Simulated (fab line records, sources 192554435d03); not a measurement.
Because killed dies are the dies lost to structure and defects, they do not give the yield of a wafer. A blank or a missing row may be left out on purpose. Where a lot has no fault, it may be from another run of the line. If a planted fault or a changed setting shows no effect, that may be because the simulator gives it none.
fab line records ; flow n5Finfet
[record] lots = 12; wafers = 35; lastDay = 15
route steps=1938 shown DUMMY_REMOVAL@382 PASSIVATION@1905
lots untouched by any fault: they come from a run of this same line in which no faults occurred
startH: start of the lot's first displayed wafer, in hours after the record's first day ; waitH: time in hours since the lot's previous step ; " as in the row above ; L1.1+2: one row covering several wafers at once ; - no value present, or no start provided ; * or withheld: withheld ; < > ~ a bound
route shown NAME@n: a module of which the file shows steps, and the number in the route of the first ; usual: average and standard deviation across the fault-free wafers ; same: alike in all rows ; chamber/n: place in a boat ; sites: each site's reading ; _std_site: the values' standard deviation ; _edge_site: the outer-site mean with the inner-site mean subtracted ; radiusMm: for every site, how far away it sits from the centre of the wafer ; mask NAME#n: copy n ; behind: the most recent tool/chamber to have shaped the wafer ; hold: why the lot went on hold/how many hours it stayed there/how the hold came to an end ; device: the transistor (n, p or np) that didn't switch ; end of line: at the end of the route, the tests of the same wafers ; where a step has no rows: the recipe by itself ; killed: the dies lost at the first sort to structure and to defects; this is not the yield of the wafer ; map: a wafer's dies, x killed, . not, _ none there
set.NAME: setting as actually run; set.NAME@STEP: the setting as run at that earlier step ; model.NAME: the simulator's own value behind a step, which no gauge read
the route's steps for a sample of lots (tables are steps, rows are wafers)
services: when a tool's chamber went out of use (startH, in hours from the record's first day, below 0 if earlier), for how many hours, and the reason
[[steps]]
[step N5_DUMMY_REMOVAL_PRECLEAN_08]
[recipe] chemistry = NF3:NH3; afsCycles = 2; tempC = 30; timeS = 20; sublimationTempC = 180; sublimationTimeS = 60; pressureTorr = 3; rfPowerW = 30
lot.wafer;tool;chamber;startH;waitH
L821.3+4+5;remotePlasma-02;1;71.26;0.1
L822.2+4+6;remotePlasma-01;0;74.93;0.1
L823.2+5+6;remotePlasma-02;1;85.25;0.1
L824.1+2+5;remotePlasma-01;1;86.18;0.0
L825.1+2+6;remotePlasma-01;1;95.28;0.0
L826.4+5;remotePlasma-01;0;98.65;0.1
L827.1+3+5;remotePlasma-01;0;104.33;0.0
L828.2+4+6;remotePlasma-02;1;112.28;0.1
L831.2+3+6;remotePlasma-02;1;133.64;0.1
L833.1+2+5;remotePlasma-02;0;145.69;0.0
L834.1+4+6;remotePlasma-02;1;149.79;0.0
L835.1+3+6;remotePlasma-01;0;152.59;0.0
[step N5_PASSIVATION_CD_MEAS_30]
[recipe] targetCdNm = 4000; landingEnergyEv = 500; detector = seInlens; polarity = opening
[usual] cdNm = 3999.4/2.6
lot.wafer;tool;chamber;startH;waitH;cdNm
L821.3;cdSem-02;0;255.94;-;3999.4
L821.4;cdSem-02;0;255.94;-;3999.7
L821.5;cdSem-02;0;255.94;-;3998.2
L822.2;cdSem-02;0;263.08;-;4000.4
L822.4;cdSem-02;0;263.08;-;4000.9
L822.6;cdSem-02;0;263.08;-;3997.6
L824.1;cdSem-02;0;263.24;-;3993.2
L824.2;cdSem-02;0;263.24;-;3996.3
L824.5;cdSem-02;0;263.24;-;3998.1
L825.1;cdSem-01;0;276.81;-;4003.0
L825.2;cdSem-01;0;276.81;-;4002.8
L825.6;cdSem-01;0;276.81;-;4003.0
L823.2;cdSem-01;0;277.58;-;3999.9
L823.5;cdSem-01;0;277.58;-;3998.1
L823.6;cdSem-01;0;277.58;-;4002.3
L827.1;cdSem-02;0;286.23;-;3999.1
L827.3;cdSem-02;0;286.23;-;4001.0
L827.5;cdSem-02;0;286.23;-;3999.9
L826.4;cdSem-03;0;289.20;-;3996.3
L826.5;cdSem-03;0;289.20;-;4001.3
L828.2;cdSem-01;0;308.27;-;3996.6
L828.4;cdSem-01;0;308.27;-;3998.4
L828.6;cdSem-01;0;308.27;-;3999.0
L831.2;cdSem-01;0;315.46;-;4001.6
L831.3;cdSem-01;0;315.46;-;4002.2
L831.6;cdSem-01;0;315.46;-;3997.7
L833.1;cdSem-01;0;322.40;-;3996.9
L833.2;cdSem-01;0;322.40;-;4000.4
L833.5;cdSem-01;0;322.40;-;4003.0
L834.1;cdSem-01;0;339.44;-;4002.4
L834.4;cdSem-01;0;339.44;-;4001.4
L834.6;cdSem-01;0;339.44;-;4001.7
L835.1;cdSem-03;0;350.61;-;4004.1
L835.3;cdSem-03;0;350.61;-;3998.6
L835.6;cdSem-03;0;350.61;-;4000.8
[step N5_PASSIVATION_DESCUM_32]
[recipe] chemistry = O2; timeS = 7.9; sourcePowerW = 50; biasPowerW = 20; pressureMtorr = 20; rfFrequencyHz = 2.712e+07; tempC = 40; o2FlowSccm = 225
[usual] drypumpMotorCurrentA = 5.3/0.58; oesProductAu = 0.82/0.091; rfVppV = 242.8/1.5; showerheadPlenumPTorr = 2.07/0.077; throttleValvePct = 20.32/0.21
lot.wafer;tool;chamber;startH;waitH;drypumpMotorCurrentA;oesProductAu;rfHoursCounterH;rfVppV;showerheadPlenumPTorr;throttleValvePct
L821.3;rieDiel-05;2;256.03;0.0;5.2;0.80;93;241.9;2.12;20.13
L821.4;rieDiel-05;2;256.03;0.0;5.2;0.81;-;243.6;2.12;20.16
L821.5;rieDiel-05;0;256.03;0.0;5.9;0.87;-;241.4;2.03;19.95
L822.2;rieDiel-01;2;263.25;0.1;6.3;0.94;13;242.7;2.03;20.13
L822.4;rieDiel-01;3;263.25;0.1;4.8;0.93;19;242.6;2.06;20.14
L822.6;rieDiel-01;0;263.25;0.1;4.9;0.86;-;241.1;2.04;20.28
L824.1;rieDiel-04;3;263.54;0.3;4.9;0.67;234;243.7;2.13;20.69
L824.2;rieDiel-04;1;263.54;0.3;5.3;0.88;32;246.2;2.24;20.32
L824.5;rieDiel-04;2;263.54;0.3;5.3;0.68;-;242.8;2.02;20.52
L825.1;rieDiel-01;0;277.11;0.3;4.9;0.86;47;242.7;2.04;20.30
L825.2;rieDiel-01;1;277.11;0.3;4.7;0.69;235;242.6;2.14;20.60
L825.6;rieDiel-01;1;277.11;0.3;4.7;0.69;-;243.8;2.14;20.59
L823.2;rieDiel-01;0;277.89;0.3;4.9;0.87;48;243.0;2.04;20.29
L823.5;rieDiel-01;2;277.89;0.3;6.3;0.93;-;242.3;2.03;20.12
L823.6;rieDiel-01;3;277.89;0.3;4.9;0.91;-;241.9;2.06;20.15
L827.1;rieDiel-04;1;286.39;0.1;5.4;0.87;41;244.7;2.24;20.34
L827.3;rieDiel-04;0;286.39;0.1;5.5;0.91;28;243.1;2.02;20.32
L827.5;rieDiel-04;1;286.39;0.1;5.3;0.87;-;246.4;2.24;20.33
L826.4;rieDiel-04;2;290.76;1.5;5.3;0.68;239;241.5;2.01;20.57
L826.5;rieDiel-04;2;290.76;1.5;5.3;0.69;-;241.4;2.01;20.55
L828.2;rieDiel-05;3;308.35;0.0;4.9;0.70;231;242.3;1.99;20.69
L828.4;rieDiel-05;3;308.35;0.0;4.9;0.69;-;242.0;1.99;20.68
L828.6;rieDiel-05;0;308.35;0.0;5.9;0.84;-;241.6;2.02;19.95
L831.2;rieDiel-01;0;315.55;0.0;4.9;0.85;61;243.0;2.03;20.29
L831.3;rieDiel-01;3;315.55;0.0;4.8;0.89;38;242.1;2.06;20.16
L831.6;rieDiel-01;1;315.55;0.0;4.7;0.69;-;244.0;2.14;20.63
L833.1;rieDiel-01;3;322.49;0.0;4.9;0.88;42;243.6;2.06;20.18
L833.2;rieDiel-01;0;322.49;0.0;4.9;0.84;65;242.1;2.03;20.30
L833.5;rieDiel-01;3;322.49;0.0;4.8;0.88;-;242.0;2.06;20.17
L834.1;rieDiel-01;0;339.57;0.1;4.9;0.84;71;241.6;2.03;20.34
L834.4;rieDiel-01;3;339.57;0.1;4.8;0.88;49;241.9;2.05;20.19
L834.6;rieDiel-01;2;339.57;0.1;6.3;0.88;-;240.5;2.02;20.17
L835.1;rieDiel-05;2;350.70;0.0;5.2;0.78;117;245.0;2.11;20.18
L835.3;rieDiel-05;3;350.70;0.0;4.9;0.69;247;240.2;1.99;20.72
L835.6;rieDiel-05;2;350.70;0.0;5.2;0.78;-;243.4;2.11;20.16
[step N5_PASSIVATION_DESCUM_46]
[recipe] chemistry = O2; timeS = 7.9; sourcePowerW = 50; biasPowerW = 20; pressureMtorr = 20; rfFrequencyHz = 2.712e+07; tempC = 40; o2FlowSccm = 225
[usual] drypumpMotorCurrentA = 5.4/0.59; oesProductAu = 0.83/0.092; rfVppV = 242.9/1.4; showerheadPlenumPTorr = 2.08/0.084; throttleValvePct = 20.29/0.21
lot.wafer;tool;chamber;startH;waitH;drypumpMotorCurrentA;oesProductAu;rfHoursCounterH;rfVppV;showerheadPlenumPTorr;throttleValvePct
L821.3;rieDiel-05;2;257.94;0.0;5.2;0.80;94;242.1;2.12;20.15
L821.4;rieDiel-05;3;257.94;0.0;4.9;0.70;-;242.3;2.00;20.66
L821.5;rieDiel-05;2;257.94;0.0;5.2;0.81;-;243.4;2.12;20.14
L822.2;rieDiel-01;3;265.38;0.4;4.8;0.93;20;243.2;2.06;20.14
L822.4;rieDiel-01;2;265.38;0.4;6.3;0.94;13;243.5;2.03;20.13
L822.6;rieDiel-01;3;265.38;0.4;4.9;0.94;-;243.0;2.06;20.14
L824.1;rieDiel-04;3;265.52;0.3;4.8;0.66;236;244.2;2.13;20.69
L824.2;rieDiel-04;0;265.52;0.3;5.4;0.93;20;242.3;2.02;20.30
L824.5;rieDiel-04;2;265.52;0.3;5.3;0.68;-;241.3;2.02;20.51
L825.1;rieDiel-01;2;279.10;0.0;6.3;0.93;18;241.5;2.03;20.13
L825.2;rieDiel-01;1;279.10;0.0;4.7;0.70;236;244.1;2.14;20.61
L825.6;rieDiel-01;2;279.10;0.0;6.3;0.93;-;241.9;2.03;20.13
L823.2;rieDiel-05;1;279.62;0.0;6.3;0.71;199;241.4;1.99;20.51
L823.5;rieDiel-05;0;279.62;0.0;5.9;0.86;-;243.1;2.02;19.94
L823.6;rieDiel-05;1;279.62;0.0;6.4;0.71;-;240.6;1.99;20.50
L827.1;rieDiel-04;1;288.27;0.2;5.3;0.87;42;244.9;2.24;20.34
L827.3;rieDiel-04;3;288.27;0.2;4.8;0.67;245;244.0;2.13;20.70
L827.5;rieDiel-04;2;288.27;0.2;5.3;0.68;-;241.3;2.01;20.56
L826.4;rieDiel-01;0;293.01;0.5;4.9;0.86;54;242.5;2.03;20.30
L826.5;rieDiel-01;2;293.01;0.5;6.3;0.92;-;242.5;2.03;20.13
L828.2;rieDiel-01;0;310.09;0.0;4.9;0.84;60;241.7;2.03;20.31
L828.4;rieDiel-01;1;310.09;0.0;4.7;0.68;248;244.5;2.14;20.63
L828.6;rieDiel-01;1;310.09;0.0;4.7;0.69;-;244.0;2.14;20.62
L831.2;rieDiel-01;2;317.45;0.0;6.3;0.89;34;242.4;2.03;20.15
L831.3;rieDiel-01;3;317.45;0.0;4.9;0.89;40;241.6;2.06;20.18
L831.6;rieDiel-01;0;317.45;0.0;4.9;0.84;-;242.5;2.03;20.32
L833.1;rieDiel-05;2;324.44;0.1;5.2;0.79;108;243.0;2.12;20.15
L833.2;rieDiel-05;0;324.44;0.1;6.0;0.84;62;242.7;2.02;19.96
L833.5;rieDiel-05;2;324.44;0.1;5.2;0.79;-;242.8;2.12;20.16
L834.1;rieDiel-04;3;341.70;0.4;4.8;0.94;10;244.6;2.13;20.27
L834.4;rieDiel-04;0;341.70;0.4;5.4;0.86;-;241.5;2.01;20.37
L834.6;rieDiel-04;3;341.70;0.4;4.9;0.94;-;242.8;2.13;20.26
L835.1;rieDiel-01;2;353.12;0.1;6.3;0.88;48;240.4;2.02;20.17
L835.3;rieDiel-01;3;353.12;0.1;4.9;0.85;53;243.5;2.05;20.18
L835.6;rieDiel-01;1;353.12;0.1;4.7;0.98;-;243.6;2.14;20.17
[step N5_PASSIVATION_PROBE_49]
[usual] killed_at_M0_to_M3 = 35/11; killed_at_M4_up = 13/5.7; killedAtContacts = 12/5.7; killedAtFrontEnd = 40/11; killedAtOther = 4/4.4; killedDies = 105/18; killedOnRim = 14/3.9; killedOpen = 68/14; killedShort = 34/7.4
[same] grossDies = 1180; killedAtBackSide = 0
lot.wafer;tool;chamber;startH;waitH;killed_at_M0_to_M3;killed_at_M4_up;killedAtContacts;killedAtFrontEnd;killedAtOther;killedDies;killedOnRim;killedOpen;killedShort
L821.3;prober-02;-;261.83;0.9;36;10;12;48;23;129;19;71;46
L821.4;prober-02;-;261.88;0.9;32;14;2;40;10;98;10;61;32
L821.5;prober-02;-;261.93;1.0;52;26;10;29;5;122;16;84;37
L822.2;prober-01;-;268.49;0.1;26;16;5;42;14;103;15;66;36
L822.4;prober-01;-;268.59;0.2;31;28;2;56;13;130;18;94;36
L822.6;prober-01;-;268.69;0.3;31;26;11;35;12;115;17;87;26
L824.1;prober-01;-;268.74;0.0;28;18;16;57;7;126;16;86;39
L824.2;prober-01;-;268.79;0.1;54;24;8;36;1;123;12;87;36
L824.5;prober-01;-;268.94;0.2;42;13;9;54;2;120;20;83;36
L825.1;prober-01;-;282.14;0.0;35;13;27;56;2;133;19;111;21
L825.2;prober-01;-;282.19;0.1;34;20;19;49;3;125;13;80;42
L825.6;prober-01;-;282.39;0.3;26;12;6;43;2;89;12;69;20
L823.2;prober-01;-;282.71;0.1;50;10;8;36;4;108;11;66;40
L823.5;prober-01;-;282.86;0.2;32;5;8;30;10;85;15;54;23
L823.6;prober-01;-;282.91;0.3;47;10;13;32;0;102;12;69;32
L827.1;prober-01;-;291.32;0.0;39;10;14;20;12;95;14;57;37
L827.3;prober-01;-;291.42;0.1;31;26;16;45;6;124;10;84;39
L827.5;prober-01;-;291.52;0.2;37;21;18;37;7;120;10;85;29
L826.4;prober-02;-;296.20;0.2;39;17;17;43;0;116;17;88;28
L826.5;prober-02;-;296.25;0.2;41;15;6;32;8;102;13;64;28
L828.2;prober-01;-;313.18;0.1;40;11;16;55;1;123;18;84;31
L828.4;prober-01;-;313.28;0.2;31;21;8;51;2;113;14;82;29
L828.6;prober-01;-;313.38;0.3;47;6;5;53;3;114;14;58;51
L831.2;prober-01;-;320.56;0.1;30;9;13;48;2;102;12;72;28
L831.3;prober-01;-;320.61;0.1;26;10;5;62;1;104;14;77;26
L831.6;prober-01;-;320.76;0.3;28;11;10;35;0;84;6;63;20
L833.1;prober-01;-;327.48;0.0;47;11;21;170;4;253;35;81;34
L833.2;prober-01;-;327.53;0.1;39;10;10;165;1;225;18;71;36
L833.5;prober-01;-;327.68;0.2;28;15;10;159;1;213;18;59;13
L834.1;prober-02;-;345.86;0.3;15;17;25;139;3;199;28;81;29
L834.4;prober-02;-;346.01;0.5;17;14;8;136;3;178;29;51;20
L834.6;prober-02;-;346.11;0.6;41;27;17;123;1;209;34;74;40
L835.1;prober-02;-;356.17;0.0;34;17;10;50;1;112;15;76;34
L835.3;prober-02;-;356.27;0.1;51;17;6;43;3;120;11;75;42
L835.6;prober-02;-;356.42;0.3;41;7;15;34;6;103;17;66;37
// killed by level:class
L821.3 GATE_CUT:geometricParticle:short=7 BEOL_M0_SAQP:geometricParticle:open=7 BEOL_M1:geometricParticle:short=7 HKMG_FIN:areaEtch=7 FIN_SAQP:geometricParticle:open=6 DUMMY_GATE:geometricParticle:open=6 BEOL_M2:geometricParticle:open=6 GATE_CUT:geometricParticle:open=6
L821.4 FIN_SAQP:geometricParticle:open=16 FIN_SAQP:geometricParticle:short=8 BEOL_M3:geometricParticle:open=8 BEOL_M0_SAQP:geometricParticle:open=5 BEOL_M4:geometricParticle:open=5 DUMMY_GATE:geometricParticle:open=4 BEOL_M0_SAQP:geometricParticle:short=4 BEOL_M0:geometricParticle:open=4
L821.5 BEOL_M3:geometricParticle:open=14 BEOL_M5:geometricParticle:open=11 BEOL_M0_SAQP:geometricParticle:open=10 MOL_CONTACT_COAG:geometricParticle:open=8 BEOL_M1:geometricParticle:short=8 FIN_SAQP:geometricParticle:open=5 STI_FIN_REVEAL:geometricParticle:open=5 BEOL_M1:geometricParticle:open=5
L822.2 STI_FIN_REVEAL:geometricParticle:open=17 BEOL_M1:geometricParticle:open=10 BEOL_M4:geometricParticle:open=8 PAD_METAL:geometricParticle:short=8 BEOL_M0_SAQP:geometricParticle:short=6 FIN_SAQP:geometricParticle:open=5 PAD_METAL:geometricParticle:open=5 STARTING-WAFER:geometricParticle:short=5
L822.4 BEOL_M4:geometricParticle:open=17 FIN_SAQP:geometricParticle:open=14 STI_FIN_REVEAL:geometricParticle:open=9 BEOL_M0_SAQP:geometricParticle:open=9 BEOL_M0_SAQP:geometricParticle:short=8 STARTING-WAFER:geometricParticle:short=6 FIN_SAQP:geometricParticle:short=5 DUMMY_GATE:geometricParticle:open=5
L822.6 BEOL_M4:geometricParticle:open=15 BEOL_M1:geometricParticle:open=12 FIN_SAQP:geometricParticle:open=10 FIN_SAQP:geometricParticle:short=9 MOL_CONTACT_COAG:geometricParticle:open=8 STI_FIN_REVEAL:geometricParticle:open=7 BEOL_M0:geometricParticle:open=5 BEOL_M2:geometricParticle:open=4
L824.1 STI_FIN_REVEAL:geometricParticle:open=23 FIN_SAQP:geometricParticle:open=11 BEOL_M0_SAQP:geometricParticle:open=11 MOL_CONTACT_COAG:geometricParticle:open=9 BEOL_M4:geometricParticle:open=9 MOL_CONTACT_COAG:geometricParticle:short=7 BEOL_M0_SAQP:geometricParticle:short=6 STI_FIN_REVEAL:geometricParticle:short=5
L824.2 BEOL_M4:geometricParticle:open=14 FIN_SAQP:geometricParticle:open=11 BEOL_M0_SAQP:geometricParticle:short=11 BEOL_M1:geometricParticle:open=10 BEOL_M3:geometricParticle:open=10 BEOL_M0_SAQP:geometricParticle:open=9 STI_FIN_REVEAL:geometricParticle:open=7 MOL_CONTACT_COAG:geometricParticle:open=7
L824.5 BEOL_M3:geometricParticle:open=19 FIN_SAQP:geometricParticle:open=18 STI_FIN_REVEAL:geometricParticle:open=7 BEOL_M4:geometricParticle:open=6 MOL_CONTACT_COAG:geometricParticle:open=6 BEOL_M1:geometricParticle:open=6 STI_FIN_REVEAL:geometricParticle:short=5 GATE_CUT:geometricParticle:short=5
L825.1 MOL_CONTACT_COAG:geometricParticle:open=24 STI_FIN_REVEAL:geometricParticle:open=18 FIN_SAQP:geometricParticle:open=16 BEOL_M2:geometricParticle:open=10 BEOL_M1:geometricParticle:open=9 FIN_SAQP:geometricParticle:short=6 BEOL_M0_SAQP:geometricParticle:open=6 BEOL_M0_SAQP:geometricParticle:short=5
L825.2 MOL_CONTACT_COAG:geometricParticle:open=14 FIN_SAQP:geometricParticle:short=11 STI_FIN_REVEAL:geometricParticle:open=11 BEOL_M1:geometricParticle:open=10 BEOL_M0_SAQP:geometricParticle:open=7 BEOL_M4:geometricParticle:open=7 BEOL_M0_SAQP:geometricParticle:short=6 MOL_CONTACT_COAG:geometricParticle:short=5
L825.6 STI_FIN_REVEAL:geometricParticle:open=16 DUMMY_GATE:geometricParticle:open=7 BEOL_M0_SAQP:geometricParticle:open=7 FIN_SAQP:geometricParticle:open=6 MOL_CONTACT_COAG:geometricParticle:open=6 BEOL_M0_SAQP:geometricParticle:short=6 BEOL_M3:geometricParticle:open=5 STI_FIN_REVEAL:geometricParticle:short=4
L823.2 BEOL_M0_SAQP:geometricParticle:short=14 BEOL_M0_SAQP:geometricParticle:open=9 BEOL_M2:geometricParticle:open=9 STI_FIN_REVEAL:geometricParticle:open=7 FIN_SAQP:geometricParticle:open=6 MOL_CONTACT_COAG:geometricParticle:open=5 BEOL_M3:geometricParticle:open=5 FIN_SAQP:geometricParticle:short=4
L823.5 STI_FIN_REVEAL:geometricParticle:open=14 BEOL_M0_SAQP:geometricParticle:short=9 BEOL_M3:geometricParticle:open=7 MIM_TOP_ETCH:areaEtch=7 MOL_CONTACT_COAG:geometricParticle:open=6 BEOL_M0_SAQP:geometricParticle:open=5 FIN_SAQP:geometricParticle:open=3 DUMMY_GATE:geometricParticle:open=3
L823.6 BEOL_M2:geometricParticle:open=15 FIN_SAQP:geometricParticle:short=14 BEOL_M3:geometricParticle:open=14 MOL_CONTACT_COAG:geometricParticle:open=13 BEOL_M0_SAQP:geometricParticle:short=9 STI_FIN_REVEAL:geometricParticle:open=7 BEOL_M0_SAQP:geometricParticle:open=3 BEOL_M6:geometricParticle:open=3
L827.1 BEOL_M0_SAQP:geometricParticle:short=12 MOL_CONTACT_COAG:geometricParticle:open=11 BEOL_M0_SAQP:geometricParticle:open=9 BEOL_M1:geometricParticle:open=8 STI_FIN_REVEAL:geometricParticle:open=5 PASS1_CAP:geometricParticle:short=3 DUMMY_GATE:geometricParticle:open=3 MOL_CONTACT_COAG:geometricParticle:short=3
L827.3 DUMMY_GATE:geometricParticle:open=10 MOL_CONTACT_COAG:geometricParticle:open=10 BEOL_M4:geometricParticle:open=10 FIN_SAQP:geometricParticle:open=7 BEOL_M3:geometricParticle:open=7 BEOL_M8:geometricParticle:open=7 FIN_SAQP:geometricParticle:short=6 STARTING-WAFER:geometricParticle:open=6
L827.5 MOL_CONTACT_COAG:geometricParticle:open=16 BEOL_M3:geometricParticle:open=10 BEOL_M1:geometricParticle:open=9 BEOL_M4:geometricParticle:open=9 FIN_SAQP:geometricParticle:open=4 DUMMY_GATE:geometricParticle:open=4 BEOL_M0_SAQP:geometricParticle:short=4 STARTING-WAFER:geometricParticle:open=4
L826.4 MOL_CONTACT_COAG:geometricParticle:open=17 BEOL_M0_SAQP:geometricParticle:open=10 BEOL_M3:geometricParticle:open=10 FIN_SAQP:geometricParticle:open=9 BEOL_M4:geometricParticle:open=9 STI_FIN_REVEAL:geometricParticle:open=8 BEOL_M0:geometricParticle:open=7 GATE_CUT:geometricParticle:short=6
L826.5 BEOL_M3:geometricParticle:open=9 BEOL_M0_SAQP:geometricParticle:open=8 MIM_TOP_ETCH:areaEtch=8 STI_FIN_REVEAL:geometricParticle:open=7 FIN_SAQP:geometricParticle:open=6 BEOL_M2:geometricParticle:open=6 STARTING-WAFER:geometricParticle:open=6 MOL_CONTACT_COAG:geometricParticle:open=5
L828.2 MOL_CONTACT_COAG:geometricParticle:open=16 FIN_SAQP:geometricParticle:open=14 STI_FIN_REVEAL:geometricParticle:open=11 BEOL_M3:geometricParticle:open=10 BEOL_M0_SAQP:geometricParticle:open=10 BEOL_M0_SAQP:geometricParticle:short=6 HKMG_FIN:areaEtch=6 GATE_CUT:geometricParticle:open=5
L828.4 FIN_SAQP:geometricParticle:open=14 BEOL_M4:geometricParticle:open=10 BEOL_M3:geometricParticle:open=9 STI_FIN_REVEAL:geometricParticle:open=8 BEOL_M2:geometricParticle:open=7 FIN_SAQP:geometricParticle:short=6 STARTING-WAFER:geometricParticle:open=6 MOL_CONTACT_COAG:geometricParticle:open=5
L828.6 FIN_SAQP:geometricParticle:short=19 BEOL_M0_SAQP:geometricParticle:short=8 BEOL_M0_SAQP:geometricParticle:open=8 BEOL_M3:geometricParticle:open=8 BEOL_M1:geometricParticle:open=7 FIN_SAQP:geometricParticle:open=7 DUMMY_GATE:geometricParticle:open=4 GATE_CUT:geometricParticle:short=4
L831.2 STI_FIN_REVEAL:geometricParticle:open=22 MOL_CONTACT_COAG:geometricParticle:open=11 BEOL_M0_SAQP:geometricParticle:short=8 BEOL_M0_SAQP:geometricParticle:open=6 BEOL_M1:geometricParticle:open=6 DUMMY_GATE:geometricParticle:open=5 BEOL_M2:geometricParticle:open=5 FIN_SAQP:geometricParticle:open=4
L831.3 STI_FIN_REVEAL:geometricParticle:open=31 FIN_SAQP:geometricParticle:open=11 STI_FIN_REVEAL:geometricParticle:short=7 BEOL_M0_SAQP:geometricParticle:short=7 BEOL_M0_SAQP:geometricParticle:open=5 BEOL_M1:geometricParticle:open=5 DUMMY_GATE:geometricParticle:open=4 FIN_CUT:geometricParticle:short=3
L831.6 STI_FIN_REVEAL:geometricParticle:open=10 MOL_CONTACT_COAG:geometricParticle:open=9 BEOL_M2:geometricParticle:open=9 BEOL_M0_SAQP:geometricParticle:short=8 DUMMY_GATE:geometricParticle:open=7 BEOL_M0_SAQP:geometricParticle:open=6 BEOL_M5:geometricParticle:open=4 STARTING-WAFER:geometricParticle:open=4
L833.1 DUMMY_REMOVAL:unspecified=126 MOL_CONTACT_COAG:geometricParticle:open=19 BEOL_M0_SAQP:geometricParticle:open=19 BEOL_M0_SAQP:geometricParticle:short=12 FIN_SAQP:geometricParticle:open=10 FIN_SAQP:geometricParticle:short=8 HKMG_FIN:areaEtch=8 BEOL_M3:geometricParticle:open=7
L833.2 DUMMY_REMOVAL:unspecified=118 FIN_SAQP:geometricParticle:open=12 BEOL_M1:geometricParticle:open=10 FIN_SAQP:geometricParticle:short=9 MOL_CONTACT_COAG:geometricParticle:open=8 BEOL_M0_SAQP:geometricParticle:open=8 BEOL_M0_SAQP:geometricParticle:short=7 BEOL_M4:geometricParticle:open=7
L833.5 DUMMY_REMOVAL:unspecified=133 BEOL_M1:geometricParticle:open=10 MOL_CONTACT_COAG:geometricParticle:open=8 FIN_SAQP:geometricParticle:open=7 BEOL_M0_SAQP:geometricParticle:open=7 BEOL_M4:geometricParticle:open=6 BEOL_M3:geometricParticle:open=5 FIN_CUT:areaEtch=5
L834.1 DUMMY_REMOVAL:unspecified=88 STI_FIN_REVEAL:geometricParticle:open=22 MOL_CONTACT_COAG:geometricParticle:open=19 BEOL_M4:geometricParticle:open=9 GATE_CUT:geometricParticle:open=6 MOL_CONTACT_COAG:geometricParticle:short=6 STI_FIN_REVEAL:geometricParticle:short=5 BEOL_M0_SAQP:geometricParticle:open=4
L834.4 DUMMY_REMOVAL:unspecified=103 BEOL_M4:geometricParticle:open=8 STI_FIN_REVEAL:geometricParticle:open=6 MOL_CONTACT_COAG:geometricParticle:open=6 BEOL_M0_SAQP:geometricParticle:short=5 GATE_CUT:geometricParticle:short=4 FIN_SAQP:geometricParticle:open=3 FIN_SAQP:geometricParticle:short=3
L834.6 DUMMY_REMOVAL:unspecified=94 BEOL_M0_SAQP:geometricParticle:short=13 STI_FIN_REVEAL:geometricParticle:open=12 MOL_CONTACT_COAG:geometricParticle:open=12 BEOL_M4:geometricParticle:open=11 BEOL_M0_SAQP:geometricParticle:open=8 MOL_CONTACT_COAG:geometricParticle:short=5 BEOL_M1:geometricParticle:open=5
L835.1 FIN_SAQP:geometricParticle:open=13 MOL_CONTACT_COAG:geometricParticle:open=9 FIN_SAQP:geometricParticle:short=8 STI_FIN_REVEAL:geometricParticle:open=8 BEOL_M3:geometricParticle:open=7 BEOL_M4:geometricParticle:open=7 ILD0:geometricParticle:short=6 BEOL_M0_SAQP:geometricParticle:short=6
L835.3 BEOL_M0_SAQP:geometricParticle:short=13 BEOL_M0_SAQP:geometricParticle:open=12 FIN_SAQP:geometricParticle:open=10 BEOL_M1:geometricParticle:open=10 BEOL_M4:geometricParticle:open=10 GATE_CUT:geometricParticle:short=9 BEOL_M2:geometricParticle:open=7 DUMMY_GATE:geometricParticle:open=6
L835.6 FIN_SAQP:geometricParticle:open=19 MOL_CONTACT_COAG:geometricParticle:open=11 BEOL_M3:geometricParticle:open=10 BEOL_M0_SAQP:geometricParticle:short=7 BEOL_M2:geometricParticle:open=7 BEOL_M0_SAQP:geometricParticle:open=6 FIN_SAQP:geometricParticle:short=5 BEOL_M0:geometricParticle:open=5
[[services]]
tool;chamber;startH;hours;kind
rieDiel-05;-;71.46;0.8;repair
rieDiel-01;-;102.19;4.3;pm
rieDiel-01;2;107.31;5.2;repair
rieDiel-01;-;114.81;14.6;pm
rieDiel-05;2;120.99;4.6;repair
rieDiel-01;0;141.86;-;clean
rieDiel-01;0;141.86;-;consumableReplace:focusRing
rieDiel-01;0;141.86;13.6;scheduledDown
rieDiel-01;0;141.86;13.6;ventCycle
rieDiel-04;1;152.74;6.5;repair
rieDiel-01;3;197.18;-;clean
rieDiel-01;3;197.18;-;consumableReplace:focusRing
rieDiel-01;3;197.18;15.6;scheduledDown
rieDiel-01;3;197.18;15.6;ventCycle
rieDiel-01;2;212.78;-;clean
rieDiel-01;2;212.78;-;consumableReplace:focusRing
rieDiel-04;-;240.99;2.6;repair
rieDiel-05;1;254.24;8.0;repair
rieDiel-01;0;269.87;1.4;repair
rieDiel-05;-;282.41;10.9;repair
rieDiel-05;2;299.44;23.6;repair
rieDiel-05;1;319.97;6.9;repair
rieDiel-04;2;320.59;4.6;repair
rieDiel-01;1;350.04;2.2;repair
[[key]]
[firstSign] step = N5_PASSIVATION_PROBE_49; reading = killedAtFrontEnd; direction = up; sigmas = 9.8; usual = 40; struck = 149
[effect] step = N5_PASSIVATION_PROBE_49; reading = killedDies; direction = up; sigmas = 6.1; usual = 105; struck = 213
[moreKillsBornAt] N5_DUMMY_REMOVAL_PRECLEAN_08@remotePlasma-02 = 662
metAt N5_DUMMY_REMOVAL_PRECLEAN_08
struckLots L833,L834
testerLeftOut L833,L834
notActingAt N5_PASSIVATION_CD_MEAS_30,N5_PASSIVATION_DESCUM_32,N5_PASSIVATION_DESCUM_46
onsetBetween 133.64 145.69
[fault] kind = chamberParticleSource; tool = remotePlasma-02; chamber = -; onsetH = 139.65; steps = N5_DUMMY_REMOVAL_PRECLEAN_08; ratePerVisitCm2 = 1.0853; endH = 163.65
// testerLeftOut: of these lots the tester's yield and bins aren't shown, on N5 and GAA mostly nor the transistor test; their killed dies are dies lost to structure and defects alone, not to doping, threshold or leakage, so they don't give the yield
